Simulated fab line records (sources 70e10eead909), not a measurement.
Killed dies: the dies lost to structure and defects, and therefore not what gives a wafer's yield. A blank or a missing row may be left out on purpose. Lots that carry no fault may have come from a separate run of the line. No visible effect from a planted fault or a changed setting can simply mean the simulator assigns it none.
fab line records + flow nand-harc
[record]
- lots = 7
- wafers = 19
- last-day = 33
route steps=1302 shown A_SGD_CUT@893 END@1302
lots that met no fault: taken from a fault-free run of the same line
start-h: hours from the record's first day to the start of the lot's first wafer shown + wait-h: hours elapsed since this lot's preceding step + " the same as in the row above + L1.1+2: a single row standing in for several wafers + - value missing, or start not given + * or withheld: withheld + < > ~ a bound
route shown NAME@n: names a module that has steps shown in the file, with the first one's number in the route + usual: mean/standard deviation of fault-free wafers + same: alike in all rows + chamber/n: place in a boat + sites: each site's reading + _std_site: their standard deviation + _edge_site: outer sites' mean less inner sites' + radius-mm: how far each site lies from the wafer's centre + mask NAME#n: copy n + behind: tool/chamber where the wafer was last shaped + hold: what put the lot on hold/how long, in hours/how the hold closed + device: names the non-switching transistor (n, p or np) + end of line: tests run on the same wafers once the route is complete + step lacking rows: just its recipe + killed: the dies lost at the first sort to structure and to defects; this is not the yield of the wafer + map: a wafer's dies, x killed, . not, _ none there
set.NAME: the setting the step ran with; set.NAME@STEP: the setting that earlier step ran with + model.NAME: the simulator's own value behind a step, which no gauge read
lots at some steps of the route; a table a step, a row a wafer
services: a tool's chamber out of use, with start hour (start-h, from the record's first day; less than 0 if before it), hours out, and reason
[[steps]]
[step NHARC_A_SGD_CUT_COAT_56]
[recipe]
- temp-c = 260
- time-s = 75
[step NHARC_A_SGD_CUT_COAT_57]
[recipe]
- temp-c = 225
- time-s = 65
[step NHARC_A_SGD_CUT_COAT_03]
[recipe]
- spin-rpm = 1500
- resist-thk-nm = 90
[step NHARC_A_SGD_CUT_SOFTBAKE_04]
[recipe]
- temp-c = 105
- time-s = 55
[step NHARC_A_SGD_CUT_EBR_05]
[step NHARC_A_SGD_CUT_EXPOSE_06]
[recipe]
- na = 1.35
- dose-mj = 85.59
- mask-id = SGD
[step NHARC_A_SGD_CUT_PEB_07]
[recipe]
- peb-temp-c = 100
- peb-time-s = 65
[step NHARC_A_SGD_CUT_DEVELOP_08]
[recipe]
- develop-time-s = 35
- dev-temp-c = 23
[step NHARC_A_SGD_CUT_CD_MEAS_09]
[recipe]
- target-cd-nm = 100
- landing-energy-ev = 500
[usual]
- cd-nm = 99.9/0.63
| lot.wafer | tool      | chamber | start-h | wait-h | cd-nm |
|-----------|-----------|---------|---------|--------|-------|
| L433.2    | cd-sem-03 | 0       | 533.42  | -      | 99.7  |
| L433.4    | "         | 0       | "       | "      | 99.7  |
| L433.5    | "         | 0       | "       | "      | 100.0 |
| L434.1    | cd-sem-01 | 0       | 533.57  | -      | 100.1 |
| L434.4    | "         | 0       | "       | "      | 100.3 |
| L434.5    | "         | 0       | "       | "      | 100.3 |
| L436.1    | cd-sem-03 | 0       | 551.58  | -      | 99.2  |
| L436.2    | "         | 0       | "       | "      | 98.8  |
| L436.6    | "         | 0       | "       | "      | 99.3  |
| L437.2    | cd-sem-03 | 0       | 574.75  | -      | 100.6 |
| L437.5    | "         | 0       | "       | "      | 100.5 |
| L439.3    | cd-sem-02 | 0       | 580.06  | -      | 99.7  |
| L439.6    | "         | 0       | "       | "      | 99.1  |
| L445.3    | cd-sem-01 | 0       | 628.32  | -      | 99.8  |
| L445.4    | "         | 0       | "       | "      | 100.5 |
| L445.6    | "         | 0       | "       | "      | 100.1 |
| L447.2    | cd-sem-03 | 0       | 662.79  | -      | 100.4 |
| L447.4    | "         | 0       | "       | "      | 100.6 |
| L447.6    | "         | 0       | "       | "      | 100.6 |
[step NHARC_A_SGD_CUT_OVL_MEAS_10]
[usual]
- overlay-x-nm = 0.1/0.89
- overlay-y-nm = -0.1/0.72
| lot.wafer | tool       | chamber | start-h | wait-h | overlay-x-nm | overlay-y-nm |
|-----------|------------|---------|---------|--------|--------------|--------------|
| L433.2    | overlay-02 | -       | 533.50  | -      | 0.5          | -0.7         |
| L433.4    | "          | -       | "       | "      | 0.4          | -0.4         |
| L433.5    | "          | -       | "       | "      | 0.9          | -0.4         |
| L434.1    | overlay-01 | -       | 533.66  | -      | -0.3         | 0.0          |
| L434.4    | "          | -       | "       | "      | -0.5         | 0.1          |
| L434.5    | "          | -       | "       | "      | -0.3         | -0.5         |
| L436.1    | overlay-02 | -       | 551.67  | -      | 0.8          | 0.5          |
| L436.2    | "          | -       | "       | "      | 0.4          | 0.2          |
| L436.6    | "          | -       | "       | "      | 0.8          | 0.3          |
| L437.2    | overlay-01 | -       | 574.83  | -      | -0.5         | -0.5         |
| L437.5    | "          | -       | "       | "      | -0.8         | -1.8         |
| L439.3    | overlay-02 | -       | 580.15  | -      | 1.4          | -0.7         |
| L439.6    | "          | -       | "       | "      | 1.1          | -0.1         |
| L445.3    | overlay-01 | -       | 628.41  | -      | -0.3         | -0.7         |
| L445.4    | "          | -       | "       | "      | -1.0         | -0.6         |
| L445.6    | "          | -       | "       | "      | -0.3         | -0.3         |
| L447.2    | overlay-01 | -       | 662.88  | -      | -0.3         | 0.5          |
| L447.4    | "          | -       | "       | "      | -0.1         | 0.6          |
| L447.6    | "          | -       | "       | "      | -0.4         | 0.0          |
[step NHARC_A_SGD_CUT_INSPECT_11]
[usual]
- raw-defect-count = 53/26
| lot.wafer | tool              | chamber | start-h | wait-h | raw-defect-count |
|-----------|-------------------|---------|---------|--------|------------------|
| L433.2    | defect-inspect-02 | -       | 533.54  | 0.0    | 13               |
| L433.4    | "                 | -       | "       | "      | 26               |
| L433.5    | "                 | -       | "       | "      | 21               |
| L434.1    | defect-inspect-02 | -       | 533.70  | 0.0    | 80               |
| L434.4    | "                 | -       | "       | "      | 72               |
| L434.5    | "                 | -       | "       | "      | 70               |
| L436.1    | defect-inspect-01 | -       | 551.70  | 0.0    | 72               |
| L436.2    | "                 | -       | "       | "      | 90               |
| L436.6    | "                 | -       | "       | "      | 86               |
| L437.2    | defect-inspect-02 | -       | 574.87  | 0.0    | 73               |
| L437.5    | "                 | -       | "       | "      | 79               |
| L439.3    | defect-inspect-02 | -       | 580.18  | 0.0    | 41               |
| L439.6    | "                 | -       | "       | "      | 45               |
| L445.3    | defect-inspect-01 | -       | 628.45  | 0.0    | 24               |
| L445.4    | "                 | -       | "       | "      | 26               |
| L445.6    | "                 | -       | "       | "      | 18               |
| L447.2    | defect-inspect-02 | -       | 662.91  | 0.0    | 7                |
| L447.4    | "                 | -       | "       | "      | 12               |
| L447.6    | "                 | -       | "       | "      | 7                |
[step NHARC_A_SGD_CUT_DESCUM_14]
[recipe]
- time-s = 3
- o2-flow-sccm = 200
- ar-flow-sccm = 0
- bias-power-w = 0
- chemistry = O2
[usual]
- drypump-motor-current-A = 5.7/0.5
- oes-product-au = 1.002/0.0093
- rf-vpp-V = 57.8/0.86
- showerhead-plenum-p-Torr = 1.91/0.081
- throttle-valve-pct = 11.312/0.0087
| lot.wafer | tool        | chamber | start-h | wait-h | drypump-motor-current-A | oes-product-au | rf-hours-counter-h | rf-vpp-V | showerhead-plenum-p-Torr | throttle-valve-pct |
|-----------|-------------|---------|---------|--------|-------------------------|----------------|--------------------|----------|--------------------------|--------------------|
| L433.2    | rie-diel-03 | 1       | 533.61  | 0.1    | 5.7                     | 1.017          | 5                  | 56.6     | 1.89                     | 11.325             |
| L433.4    | "           | 3       | "       | "      | 5.3                     | 1.011          | 5                  | 56.4     | 1.90                     | 11.320             |
| L433.5    | "           | 1       | "       | "      | 5.7                     | 1.017          | -                  | 57.2     | 1.90                     | 11.311             |
| L434.4    | rie-diel-12 | 2       | 533.76  | 0.1    | 5.2                     | 0.990          | 7                  | 57.7     | 1.98                     | 11.313             |
| L434.1    | "           | 0       | "       | "      | 6.3                     | 0.998          | 7                  | 57.6     | 1.86                     | 11.320             |
| L434.5    | "           | 2       | "       | "      | 5.3                     | 0.998          | -                  | 57.3     | 1.98                     | 11.318             |
| L436.2    | rie-diel-03 | 3       | 551.94  | 0.2    | 5.3                     | 1.004          | 7                  | 58.3     | 1.90                     | 11.314             |
| L436.1    | "           | 0       | "       | "      | 6.7                     | 1.005          | 7                  | 59.1     | 1.84                     | 11.335             |
| L436.6    | "           | 3       | "       | "      | 5.3                     | 1.019          | -                  | 58.5     | 1.90                     | 11.296             |
| L437.2    | rie-diel-03 | 2       | 574.95  | 0.1    | 5.6                     | 1.017          | 6                  | 58.9     | 2.03                     | 11.322             |
| L437.5    | "           | 0       | "       | "      | 6.7                     | 1.006          | -                  | 56.2     | 1.84                     | 11.310             |
| L439.3    | rie-diel-03 | 3       | 580.26  | 0.1    | 5.3                     | 0.995          | 8                  | 57.4     | 1.90                     | 11.317             |
| L439.6    | "           | 2       | "       | "      | 5.6                     | 1.003          | -                  | 58.5     | 2.03                     | 11.315             |
| L445.3    | rie-diel-08 | 1       | 628.52  | 0.1    | 5.8                     | 1.009          | 3                  | 58.1     | 1.82                     | 11.312             |
| L445.4    | "           | 2       | "       | "      | 4.8                     | 1.006          | 3                  | 56.8     | 1.86                     | 11.325             |
| L445.6    | "           | 0       | "       | "      | 5.0                     | 0.989          | -                  | 57.6     | 2.02                     | 11.311             |
| L447.4    | rie-diel-08 | 1       | 662.97  | 0.1    | 5.8                     | 0.997          | 5                  | 57.9     | 1.82                     | 11.306             |
| L447.2    | "           | 0       | "       | "      | 5.0                     | 1.007          | 5                  | 58.7     | 2.02                     | 11.309             |
| L447.6    | "           | 1       | "       | "      | 5.8                     | 0.994          | -                  | 56.2     | 1.82                     | 11.306             |
[step NHARC_A_SGD_CUT_ETCH_58]
[recipe]
- target-depth-a = 390
- over-etch-frac = 0.3
- time-s = 65
- ion-energy-ev = 80
- cf4-flow-sccm = 150
- ar-flow-sccm = 0
- rf-w = 300
- bias-w = 100
- chemistry = CF4
[usual]
- drypump-motor-current-A = 5.6/0.51
- oes-product-au = 1.001/0.0094
- rf-vpp-V = 151.0/1.2
- showerhead-plenum-p-Torr = 1.76/0.068
- throttle-valve-pct = 13.283/0.0089
| lot.wafer | tool        | chamber | start-h | wait-h | drypump-motor-current-A | oes-product-au | rf-hours-counter-h | rf-vpp-V | showerhead-plenum-p-Torr | throttle-valve-pct |
|-----------|-------------|---------|---------|--------|-------------------------|----------------|--------------------|----------|--------------------------|--------------------|
| L433.2    | rie-diel-03 | 1       | 533.69  | 0.1    | 5.8                     | 1.006          | 5                  | 149.6    | 1.75                     | 13.292             |
| L433.4    | "           | 0       | "       | "      | 6.7                     | 1.006          | 5                  | 149.4    | 1.71                     | 13.281             |
| L433.5    | "           | 1       | "       | "      | 5.7                     | 1.010          | -                  | 151.9    | 1.75                     | 13.280             |
| L434.4    | rie-diel-12 | 0       | 533.85  | 0.1    | 6.3                     | 0.977          | 7                  | 150.8    | 1.73                     | 13.281             |
| L434.1    | "           | 1       | "       | "      | 5.7                     | 1.012          | 7                  | 150.0    | 1.73                     | 13.290             |
| L434.5    | "           | 3       | "       | "      | 5.9                     | 0.991          | -                  | 149.7    | 1.67                     | 13.288             |
| L436.1    | rie-diel-03 | 1       | 552.03  | 0.1    | 5.8                     | 1.012          | 7                  | 149.9    | 1.75                     | 13.281             |
| L436.2    | "           | 0       | "       | "      | 6.7                     | 1.005          | 7                  | 150.9    | 1.71                     | 13.274             |
| L436.6    | "           | 2       | "       | "      | 5.6                     | 0.834          | -                  | 152.4    | 1.87                     | 13.286             |
| L437.2    | rie-diel-03 | 0       | 575.02  | 0.1    | 6.7                     | 0.985          | 8                  | 150.9    | 1.71                     | 13.295             |
| L437.5    | "           | 0       | "       | "      | 6.7                     | 0.821          | -                  | 150.5    | 1.71                     | 13.295             |
| L439.3    | rie-diel-03 | 2       | 580.33  | 0.1    | 5.6                     | 1.006          | 7                  | 152.8    | 1.87                     | 13.293             |
| L439.6    | "           | 2       | "       | "      | 5.6                     | 0.842          | -                  | 152.6    | 1.87                     | 13.284             |
| L445.4    | rie-diel-08 | 1       | 628.59  | 0.1    | 5.8                     | 1.001          | 3                  | 150.0    | 1.69                     | 13.276             |
| L445.3    | "           | 0       | "       | "      | 5.0                     | 1.004          | 4                  | 152.2    | 1.86                     | 13.283             |
| L445.6    | "           | 2       | "       | "      | 4.8                     | 1.011          | -                  | 152.2    | 1.72                     | 13.286             |
| L447.2    | rie-diel-08 | 1       | 663.07  | 0.1    | 5.7                     | 0.999          | 5                  | 150.2    | 1.69                     | 13.298             |
| L447.4    | "           | 2       | "       | "      | 4.8                     | 0.979          | 5                  | 150.7    | 1.72                     | 13.287             |
| L447.6    | "           | 0       | "       | "      | 5.0                     | 1.002          | -                  | 151.5    | 1.86                     | 13.296             |
[step NHARC_A_SGD_CUT_ETCH_59]
[recipe]
- target-depth-a = 2600
- over-etch-frac = 0.25
- time-s = 406.25
- ion-energy-ev = 200
- n2-flow-sccm = 150
- h2-flow-sccm = 150
- ar-flow-sccm = 0
- rf-w = 400
- bias-w = 150
- chemistry = N2/H2
[usual]
- drypump-motor-current-A = 5.7/0.52
- n2-flow-sccm = 150.0/0.44
- oes-product-au = 1.000/0.0093
- rf-vpp-V = 430.2/2.5
- showerhead-plenum-p-Torr = 2.03/0.086
- throttle-valve-pct = 14.171/0.0093
| lot.wafer | tool        | chamber | start-h | wait-h | drypump-motor-current-A | n2-flow-sccm | oes-product-au | rf-hours-counter-h | rf-vpp-V | showerhead-plenum-p-Torr | throttle-valve-pct |
|-----------|-------------|---------|---------|--------|-------------------------|--------------|----------------|--------------------|----------|--------------------------|--------------------|
| L433.2    | rie-diel-03 | 0       | -       | -      | 6.7                     | 149.9        | 0.997          | 5                  | 426.9    | 1.96                     | 14.170             |
| L433.4    | "           | 2       | "       | "      | 5.6                     | 150.0        | 1.003          | 4                  | 433.0    | 2.17                     | 14.155             |
| L433.5    | "           | 3       | "       | "      | 5.3                     | 149.5        | 1.010          | -                  | 430.8    | 2.03                     | 14.151             |
| L434.1    | rie-diel-12 | 2       | -       | -      | 5.3                     | 150.2        | 0.996          | 7                  | 432.8    | 2.11                     | 14.168             |
| L434.4    | "           | 1       | "       | "      | 5.6                     | 149.9        | 1.007          | 7                  | 429.2    | 2.00                     | 14.172             |
| L434.5    | "           | 3       | "       | "      | 5.9                     | 150.2        | 0.976          | -                  | 427.3    | 1.92                     | 14.176             |
| L436.1    | rie-diel-03 | 3       | -       | -      | 5.3                     | 150.7        | 0.991          | 7                  | 429.9    | 2.03                     | 14.157             |
| L436.2    | "           | 1       | "       | "      | 5.7                     | 150.7        | 1.015          | 7                  | 431.6    | 2.02                     | 14.195             |
| L436.6    | "           | 0       | "       | "      | 6.7                     | 150.3        | 0.999          | -                  | 428.6    | 1.96                     | 14.171             |
| L437.2    | rie-diel-03 | 2       | -       | -      | 5.6                     | 149.5        | 1.011          | 7                  | 434.8    | 2.17                     | 14.173             |
| L437.5    | "           | 2       | "       | "      | 5.5                     | 149.7        | 0.998          | -                  | 434.0    | 2.17                     | 14.174             |
| L439.3    | rie-diel-03 | 0       | -       | -      | 6.7                     | 149.5        | 0.990          | 9                  | 429.0    | 1.96                     | 14.170             |
| L439.6    | "           | 1       | "       | "      | 5.7                     | 149.7        | 1.001          | -                  | 430.4    | 2.02                     | 14.146             |
| L445.4    | rie-diel-08 | 2       | -       | -      | 4.8                     | 150.1        | 1.002          | 3                  | 428.0    | 1.98                     | 14.171             |
| L445.3    | "           | 1       | "       | "      | 5.8                     | 149.6        | 1.016          | 4                  | 427.9    | 1.93                     | 14.172             |
| L445.6    | "           | 3       | "       | "      | 5.5                     | 150.4        | 1.012          | -                  | 434.2    | 2.17                     | 14.166             |
| L447.4    | rie-diel-08 | 1       | -       | -      | 5.8                     | 149.3        | 1.003          | 5                  | 427.6    | 1.93                     | 14.182             |
| L447.2    | "           | 3       | "       | "      | 5.4                     | 150.0        | 1.005          | 5                  | 432.8    | 2.16                     | 14.155             |
| L447.6    | "           | 1       | "       | "      | 5.8                     | 149.3        | 0.983          | -                  | 426.8    | 1.93                     | 14.161             |
[step NHARC_END_SORT_01]
[recipe]
- temp-c = 25
[usual]
- killed-at-array = 54/18
- killed-at-other = 0.9/1.2
- killed-at-periphery = 4.4/2.9
- killed-dies = 59/18
- killed-open = 3.2/1.8
- killed-short = 2.6/1.8
[same]
- gross-dies = 677
| lot.wafer | tool      | chamber | start-h | wait-h | killed-at-array | killed-at-other | killed-at-periphery | killed-dies | killed-open | killed-short |
|-----------|-----------|---------|---------|--------|-----------------|-----------------|---------------------|-------------|-------------|--------------|
| L436.6    | prober-01 | 0       | 688.57  | 3.9    | 178             | 0               | 1                   | 179         | 2           | 2            |
| L437.5    | prober-01 | 0       | 715.79  | 3.7    | 225             | 1               | 2                   | 228         | 2           | 0            |
| L439.6    | prober-02 | 0       | 732.16  | 4.0    | 187             | 1               | 2                   | 190         | 4           | 3            |
// killed by level:class
L436.6 A_SGD_CUT:area-etch=104 A_CHANNEL_HOLE_D1:chamber-film-flake=32 A_CHANNEL_HOLE_D2:chamber-film-flake=24 A_CONTACT:chamber-film-flake=9 A_WL_FILL:geometric-particle:short=2 A_ZERO_WELL:chamber-film-flake=2 A_SLIT:chamber-film-flake=2 P_M1:geometric-particle:open=1
L437.5 A_SGD_CUT:area-etch=174 A_CHANNEL_HOLE_D2:chamber-film-flake=25 A_CHANNEL_HOLE_D1:chamber-film-flake=16 A_STAIRCASE:chamber-film-flake=3 A_CHANNEL_FILL_D1:chamber-film-flake=2 A_CONTACT:chamber-film-flake=2 P_GATE:geometric-particle:open=1 A_BLC:geometric-particle:open=1
L439.6 A_SGD_CUT:area-etch=137 A_CHANNEL_HOLE_D2:chamber-film-flake=18 A_CHANNEL_HOLE_D1:chamber-film-flake=9 A_SLIT:chamber-film-flake=6 A_CONTACT:chamber-film-flake=5 A_DECK1_JOINT:chamber-film-flake=2 P_M0:geometric-particle:short=1 A_SOURCE_PLATE:geometric-particle:open=1
// map L436.6 (x killed, . not)
____________.____________
_________x.xx..x_________
_______x.....xxx.x_______
______xx......x..xx______
_____xxxxxx....x...._____
____xx..x.....x..x.x.____
____.xx.....x...x.x.x____
___.................xx___
___............x..x.xx___
__....x..........x...xx__
__.x...........x....xxx__
_.....x...x............._
_..x......x.........x..._
_xx.......x..........xxx_
_.x.xx.xxxx......xx..xxx_
_x..xxx.x............xxx_
..x...xxx.x.....x...xxxxx
...x..xxx.....x....xxxxxx
x....xx.x........x.xxxxxx
....................xxxxx
xx.......x......x.....xxx
_.x......x.x........xx.._
_........x.......x...x.x_
_x..................xx.x_
_.....x...............xx_
_.......x............xx._
__..........x.x......x.__
__...................x.__
___x.........x..xx.xx.___
___.x......x.........x___
____..............x.x____
____..........x.x...x____
_____.....x..x...x.x_____
______.x...x.....xx______
_______x....xx.x.x_______
_________.x.x.xx_________
____________x____________
// map L437.5 (x killed, . not)
____________x____________
_________xxx..xx_________
_______xxxxx...xxx_______
______xxxx.xx..x.xx______
_____xxx.xxxxxx.xxx._____
____xx..x.........x.x____
____....x.........xxx____
___xxx................___
___x..............xxxx___
__xx.................xx__
__x....x....x.........x__
_xxx.................xxx_
_x....................xx_
_.......x..........x...x_
_xx.x..................x_
_x.....................x_
xx.x..................xxx
xxx.................x...x
xx..x.............x....xx
xxx...................xxx
xxx...................xxx
_x.x........x....xx....x_
_.xx.............xx....._
_xxx...............xxx.x_
_xx....x.....x..x.xx.xxx_
_xxx............xxxxxx.._
__xxx..............x.xx__
__.xxx.......x..x.xxxxx__
___.x.x.x.......x..xxx___
___xx.x........x..xxxx___
____xxx.x.....x.x.xx.____
____xxx.x.xxx....xxxx____
_____xxx.xx.....xx.x_____
______xxx.x...x.xxx______
_______xxxxxxxxxxx_______
_________xxxxxxx_________
____________x____________
[[services]]
| tool        | chamber | start-h | hours | kind   |
|-------------|---------|---------|-------|--------|
| rie-diel-03 | 0       | 516.32  | -     | clean  |
| rie-diel-03 | 1       | 516.32  | -     | clean  |
| rie-diel-03 | 2       | 516.32  | -     | clean  |
| rie-diel-03 | 3       | 516.32  | -     | clean  |
| rie-diel-08 | -       | 528.91  | 1.9   | repair |
| rie-diel-03 | 0       | 540.82  | -     | clean  |
| rie-diel-03 | 1       | 540.82  | -     | clean  |
| rie-diel-03 | 2       | 540.82  | -     | clean  |
| rie-diel-03 | 3       | 540.82  | -     | clean  |
| rie-diel-08 | -       | 544.92  | 9.0   | pm     |
| rie-diel-12 | 0       | 559.28  | 11.6  | repair |
| rie-diel-03 | 0       | 565.32  | -     | clean  |
| rie-diel-03 | 1       | 565.32  | -     | clean  |
| rie-diel-03 | 2       | 565.32  | -     | clean  |
| rie-diel-03 | 3       | 565.32  | -     | clean  |
| rie-diel-08 | -       | 570.08  | 0.6   | repair |
| rie-diel-12 | 2       | 570.09  | 10.9  | repair |
| rie-diel-03 | 0       | 589.82  | -     | clean  |
| rie-diel-03 | 1       | 589.82  | -     | clean  |
| rie-diel-03 | 2       | 589.82  | -     | clean  |
| rie-diel-03 | 1       | 614.52  | 8.6   | repair |
| rie-diel-03 | 0       | 621.13  | 13.1  | repair |
| rie-diel-12 | -       | 623.15  | 9.0   | pm     |
| rie-diel-03 | -       | 635.32  | 9.0   | pm     |
[[key]]
[first-sign]
- step = NHARC_A_SGD_CUT_ETCH_58
- reading = oes-product-au
- direction = down
- sigmas = 18
- usual = 1.001
- struck = 0.832
[effect]
- step = NHARC_END_SORT_01
- reading = killed-at-array
- direction = up
- sigmas = 7.8
- usual = 54
- struck = 197
[more-kills-born-at]
- NHARC_A_SGD_CUT_ETCH_58@rie-diel-03 = 415
met-at NHARC_A_SGD_CUT_ETCH_58
struck-wafers L436.6,L437.5,L439.6
tester-left-out L436,L437,L439
onset-between 533.69 552.03
[fault]
- kind = process-parameter-drift
- tool = rie-diel-03
- chamber = -
- onset-h = 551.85
- steps = NHARC_A_SGD_CUT_ETCH_58
- channel = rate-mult
- offset = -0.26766
- shape = step
- end-h = 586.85
- scope = struck-wafers-only
// tester-left-out: of these lots the tester's yield and bins aren't shown, on N5 and GAA mostly nor the transistor test; their killed dies are dies lost to structure and defects alone, not to doping, threshold or leakage, so they don't give the yield
